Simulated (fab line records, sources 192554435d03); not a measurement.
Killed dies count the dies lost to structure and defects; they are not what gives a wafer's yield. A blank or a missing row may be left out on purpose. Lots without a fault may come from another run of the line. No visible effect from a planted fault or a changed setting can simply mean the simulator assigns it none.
fab line records	flow n5-finfet	part 2 of 2: steps 5 to 6 of 6
record lots=23	wafers=69	last-day=19
route steps=1938 shown BEOL_M7@1327 BEOL_M8@1332
lots with no fault: from the same line, run without faults
start-h: the number of hours between the record's first day and the start of the first shown wafer of the lot	wait-h: hours since the lot's step before	" repeats the value in the row above	L1.1+2: one row covering several wafers at once	- value missing, or start not given	* or withheld: withheld	< > ~ a bound
route shown NAME@n: NAME is a module with steps in the file, n the number in the route of the first one	usual: mean/standard deviation of fault-free wafers	same: alike in all rows	chamber/n: place in a boat	sites: readings site by site	_std_site: the standard deviation of these	_edge_site: the outer-site mean with the inner-site mean subtracted	radius-mm: for every site, how far away it sits from the centre of the wafer	mask NAME#n: copy n	behind: the last tool/chamber to shape the wafer	hold: reason for holding the lot/hours on hold/outcome of the hold	device: the n, p or np transistor that did not switch	end of line: the same wafers' tests at the end of the route	step lacking rows: just its recipe	killed: dies that structure and defects cost at the first sort, which is not the same as the wafer's yield	map: per-die view of a wafer (x killed, . not killed, _ where there is no die)
set.NAME: the setting that was run; set.NAME@STEP: the one run at that earlier step	model.NAME: the simulator's own value behind a step, which no gauge read
a sample of lots followed through the steps of the route, with each step as a table and each wafer as a row
services: when a tool's chamber went out of use (start-h, in hours from the record's first day, below 0 if earlier), for how many hours, and the reason
## steps
# step N5_BEOL_M8_STRIP_80
# recipe chemistry=N2/H2	time-s=10	power-w=450	temp-c=40	pressure-mtorr=20	rf-frequency-hz=6e+07	bias-power-w=7	n2-flow-sccm=200	h2-flow-sccm=200
# usual drypump-motor-current-A=5.7/0.37	n2-flow-sccm=199.9/0.62	oes-product-au=0.82/0.087	rf-vpp-V=59.0/0.84	showerhead-plenum-p-Torr=2.51/0.11	throttle-valve-pct=23.7/0.31
lot.wafer	tool	chamber	start-h	wait-h	drypump-motor-current-A	n2-flow-sccm	oes-product-au	rf-hours-counter-h	rf-vpp-V	showerhead-plenum-p-Torr	throttle-valve-pct
L074.1	rie-diel-03	0	-	-	5.8	200.0	0.73	177	57.6	2.34	23.9
L074.4	"	1	"	"	5.8	199.7	0.97	-	58.9	2.60	23.5
L074.6	"	2	"	"	5.6	200.4	0.71	-	58.4	2.51	23.4
L075.2	rie-diel-05	3	-	-	4.9	200.3	0.85	60	60.7	2.69	23.9
L075.3	"	2	"	"	5.8	199.7	0.74	174	59.4	2.33	24.2
L075.5	"	2	"	"	5.8	200.3	0.73	-	59.3	2.33	24.2
L076.1	rie-diel-03	1	-	-	5.8	200.1	0.92	19	57.8	2.59	23.5
L076.2	"	3	"	"	5.5	199.8	0.93	8	59.4	2.59	23.2
L076.4	"	2	"	"	5.6	200.2	0.69	199	58.3	2.50	23.4
L077.3	rie-diel-05	2	-	-	5.9	199.0	0.72	186	58.6	2.33	24.2
L077.5	"	3	"	"	4.9	200.7	0.84	-	60.2	2.69	24.0
L077.6	"	2	"	"	5.8	200.4	0.72	-	59.0	2.33	24.2
L079.4	rie-diel-04	0	-	-	6.2	200.2	0.84	-	58.5	2.69	24.1
L079.5	"	1	"	"	6.0	199.8	0.87	-	59.3	2.49	23.6
L079.6	"	2	"	"	6.0	199.2	0.82	-	59.3	2.46	23.6
L078.1	rie-diel-04	3	-	-	6.4	199.4	0.99	2	58.1	2.50	23.8
L078.5	"	3	"	"	6.5	199.1	1.00	-	59.4	2.50	23.8
L078.6	"	2	"	"	6.0	199.4	0.83	-	58.9	2.46	23.6
L081.2	rie-diel-03	1	-	-	5.8	199.0	0.90	29	58.8	2.59	23.5
L081.4	"	0	"	"	5.7	200.9	0.72	200	57.9	2.33	23.9
L081.5	"	1	"	"	5.8	198.2	0.90	-	59.9	2.59	23.5
L082.1	rie-diel-04	3	-	-	6.5	199.8	0.98	6	61.2	2.50	23.8
L082.2	"	0	"	"	6.2	200.2	0.83	68	58.5	2.69	24.1
L082.4	"	1	"	"	6.0	198.7	0.86	43	58.9	2.48	23.6
L080.1	rie-diel-03	2	-	-	5.6	199.8	0.69	209	59.4	2.50	23.4
L080.3	"	0	"	"	5.8	199.8	0.71	200	56.8	2.33	23.9
L080.6	"	3	"	"	5.5	198.7	0.91	-	58.8	2.59	23.2
L084.4	rie-diel-05	0	-	-	5.4	199.1	0.94	11	58.1	2.49	23.4
L084.5	"	0	"	"	5.4	199.9	0.95	-	57.9	2.49	23.5
L084.6	"	3	"	"	4.9	199.7	0.83	-	61.2	2.68	24.0
L087.4	rie-diel-03	0	-	-	5.8	200.1	0.71	203	59.3	2.33	23.9
L087.5	"	0	"	"	5.7	200.2	0.71	-	58.4	2.33	23.9
L087.6	"	3	"	"	5.5	200.6	0.90	-	59.2	2.59	23.2
L083.1	rie-diel-04	0	-	-	6.1	200.3	0.84	69	59.9	2.69	24.1
L083.3	"	2	"	"	6.0	200.4	0.82	83	58.0	2.46	23.7
L083.5	"	1	"	"	6.1	200.1	0.85	-	58.3	2.48	23.6
L085.2	rie-diel-03	0	-	-	5.8	200.0	0.71	205	60.4	2.33	23.9
L085.5	"	0	"	"	5.8	201.0	0.72	-	59.2	2.33	23.9
L085.6	"	2	"	"	5.6	199.6	0.69	-	58.0	2.50	23.4
L086.2	rie-diel-05	0	-	-	5.4	200.6	0.91	21	58.9	2.49	23.5
L086.5	"	3	"	"	4.9	199.1	0.82	-	60.0	2.68	24.0
L086.6	"	0	"	"	5.5	200.2	0.91	-	59.2	2.49	23.5
L088.1	rie-diel-05	0	-	-	5.4	200.5	0.93	23	59.4	2.49	23.5
L088.2	"	3	"	"	4.9	200.6	0.82	93	60.3	2.68	24.0
L088.4	"	1	"	"	5.5	199.7	0.82	97	60.5	2.56	24.1
L091.2	rie-diel-05	2	-	-	5.9	199.0	0.70	209	58.2	2.32	24.3
L091.3	"	1	"	"	5.5	200.2	0.81	99	59.7	2.56	24.1
L091.6	"	1	"	"	5.5	200.4	0.80	-	58.6	2.56	24.1
L092.1	rie-diel-04	1	-	-	6.0	198.9	0.83	65	59.2	2.47	23.7
L092.2	"	3	"	"	6.5	199.7	0.92	29	60.1	2.49	23.8
L092.3	"	0	"	"	6.2	198.6	0.81	91	59.2	2.68	24.2
L094.2	rie-diel-03	1	-	-	5.8	199.5	0.85	53	59.9	2.58	23.6
L094.3	"	3	"	"	5.5	199.5	0.85	43	58.0	2.58	23.3
L094.4	"	2	"	"	5.6	198.8	0.68	235	59.0	2.49	23.5
L093.2	rie-diel-04	3	-	-	6.4	199.2	0.92	32	59.0	2.49	23.8
L093.3	"	2	"	"	6.0	199.7	0.78	107	58.0	2.45	23.7
L093.4	"	0	"	"	6.2	199.9	0.80	94	59.6	2.67	24.2
L090.1	rie-diel-05	1	-	-	5.5	200.9	0.80	110	60.5	2.56	24.2
L090.4	"	2	"	"	5.9	200.3	0.70	220	58.2	2.31	24.3
L090.6	"	0	"	"	5.4	199.7	0.89	-	57.6	2.48	23.5
L095.1	rie-diel-05	0	-	-	5.4	200.0	0.88	37	58.4	2.48	23.5
L095.4	"	3	"	"	4.9	200.5	0.80	107	59.3	2.67	24.0
L095.5	"	3	"	"	4.9	200.6	0.81	-	58.8	2.67	24.0
L096.1	rie-diel-03	3	-	-	5.5	200.5	0.85	50	57.7	2.57	23.3
L096.2	"	2	"	"	5.6	200.0	0.68	242	59.4	2.49	23.5
L096.4	"	1	"	"	5.8	199.6	0.85	61	58.5	2.57	23.6
L097.3	rie-diel-03	3	-	-	5.5	199.3	0.84	54	58.2	2.57	23.3
L097.4	"	1	"	"	5.8	200.0	0.85	64	59.6	2.57	23.6
L097.5	"	1	"	"	5.8	200.0	0.85	-	58.3	2.57	23.6
# step N5_BEOL_M8_SPUTTER_48
# recipe material=Cu	target-thk-a=100	temp-c=-20	bias-v=60	power-w=26000	chamber-pressure-pa=0.13	time-s=1.667
# usual bias-v=60.1/0.57	throttle-valve-pct=30.3/1.2
lot.wafer	tool	chamber	start-h	wait-h	bias-v	throttle-valve-pct
L074.1	pvd-sputter-02	-	210.74	0.1	59.1	30.3
L074.4	"	-	"	"	60.4	29.7
L074.6	"	-	"	"	60.4	31.1
L075.2	pvd-sputter-03	-	226.71	0.1	60.0	27.8
L075.3	"	-	"	"	59.6	31.2
L075.5	"	-	"	"	60.0	27.6
L076.1	pvd-sputter-02	-	246.26	0.1	59.4	29.3
L076.2	"	-	"	"	61.0	28.5
L076.4	"	-	"	"	60.6	31.2
L077.3	pvd-sputter-01	-	253.26	1.6	60.4	30.7
L077.5	"	-	"	"	60.4	30.6
L077.6	"	-	"	"	60.7	32.1
L079.4	pvd-sputter-03	-	253.62	0.1	61.2	27.8
L079.5	"	-	"	"	60.8	28.0
L079.6	"	-	"	"	59.9	30.1
L078.1	pvd-sputter-03	-	267.50	0.1	60.4	31.3
L078.5	"	-	"	"	60.3	27.7
L078.6	"	-	"	"	59.6	30.0
L081.2	pvd-sputter-01	-	276.75	0.1	60.8	30.8
L081.4	"	-	"	"	60.0	31.0
L081.5	"	-	"	"	60.2	31.3
L082.1	pvd-sputter-03	-	277.75	0.3	60.1	29.9
L082.2	"	-	"	"	59.1	27.9
L082.4	"	-	"	"	59.5	30.8
L080.1	pvd-sputter-01	-	279.51	0.2	59.9	31.1
L080.3	"	-	"	"	60.0	30.7
L080.6	"	-	"	"	60.7	30.9
L084.4	pvd-sputter-03	-	281.05	0.1	59.9	31.0
L084.5	"	-	"	"	59.7	30.5
L084.6	"	-	"	"	60.3	29.9
L087.4	pvd-sputter-02	-	284.50	0.1	60.2	28.7
L087.5	"	-	"	"	59.0	29.7
L087.6	"	-	"	"	59.6	30.8
L083.1	pvd-sputter-03	-	285.39	0.1	60.3	27.9
L083.3	"	-	"	"	59.1	29.8
L083.5	"	-	"	"	60.7	30.9
L085.2	pvd-sputter-03	-	291.91	0.1	60.0	28.1
L085.5	"	-	"	"	59.6	28.0
L085.6	"	-	"	"	59.4	31.3
L086.2	pvd-sputter-01	-	310.81	0.1	60.2	30.8
L086.5	"	-	"	"	61.0	30.8
L086.6	"	-	"	"	60.3	31.3
L088.1	pvd-sputter-02	-	315.20	0.1	60.3	29.4
L088.2	"	-	"	"	59.8	28.4
L088.4	"	-	"	"	60.5	31.0
L091.2	pvd-sputter-02	-	324.61	0.1	60.0	29.6
L091.3	"	-	"	"	59.0	30.1
L091.6	"	-	"	"	60.2	29.6
L092.1	pvd-sputter-01	-	348.35	0.3	60.4	31.1
L092.2	"	-	"	"	60.6	32.2
L092.3	"	-	"	"	60.6	31.3
L094.2	pvd-sputter-03	-	351.13	0.2	59.6	30.9
L094.3	"	-	"	"	59.7	27.8
L094.4	"	-	"	"	60.5	30.2
L093.2	pvd-sputter-03	-	359.15	0.5	59.3	30.8
L093.3	"	-	"	"	60.2	27.9
L093.4	"	-	"	"	60.4	30.0
L090.1	pvd-sputter-01	-	362.22	1.8	60.8	32.2
L090.4	"	-	"	"	61.0	30.6
L090.6	"	-	"	"	59.5	30.8
L095.1	pvd-sputter-01	-	363.20	0.1	60.4	32.0
L095.4	"	-	"	"	60.6	30.8
L095.5	"	-	"	"	60.5	32.1
L096.1	pvd-sputter-03	-	369.54	0.2	60.0	31.0
L096.2	"	-	"	"	59.5	29.8
L096.4	"	-	"	"	60.0	31.1
L097.3	pvd-sputter-03	-	379.53	0.2	60.1	30.7
L097.4	"	-	"	"	60.1	30.0
L097.5	"	-	"	"	59.9	27.8
## services
tool	chamber	start-h	hours	kind
pecvd-01	2	180.45	5.6	repair
rie-diel-03	3	201.91	-	clean
rie-diel-03	3	201.91	-	consumable-replace:focus-ring
rie-diel-03	3	201.91	19.4	scheduled-down
rie-diel-03	3	201.91	19.4	vent-cycle
pecvd-04	2	202.38	-	clean
pecvd-04	1	208.68	11.0	repair
pecvd-04	1	225.93	2.8	repair
pecvd-04	-	238.23	6.0	pm
pecvd-03	2	244.90	10.8	repair
rie-diel-05	0	275.61	2.2	repair
rie-diel-03	1	288.45	4.6	repair
rie-diel-04	3	291.79	3.6	repair
pecvd-03	-	294.00	0.4	repair
pecvd-04	1	296.83	17.5	repair
pvd-sputter-03	-	308.35	10.1	repair
pecvd-01	-	330.87	1.1	repair
pecvd-04	2	332.80	4.8	repair
pecvd-04	1	339.76	13.8	repair
pvd-sputter-02	-	340.03	24.0	repair
rie-diel-05	-	363.83	2.8	pm
rie-diel-03	2	368.27	3.8	repair
rie-diel-05	2	368.47	3.1	repair
rie-diel-04	1	370.42	22.5	repair
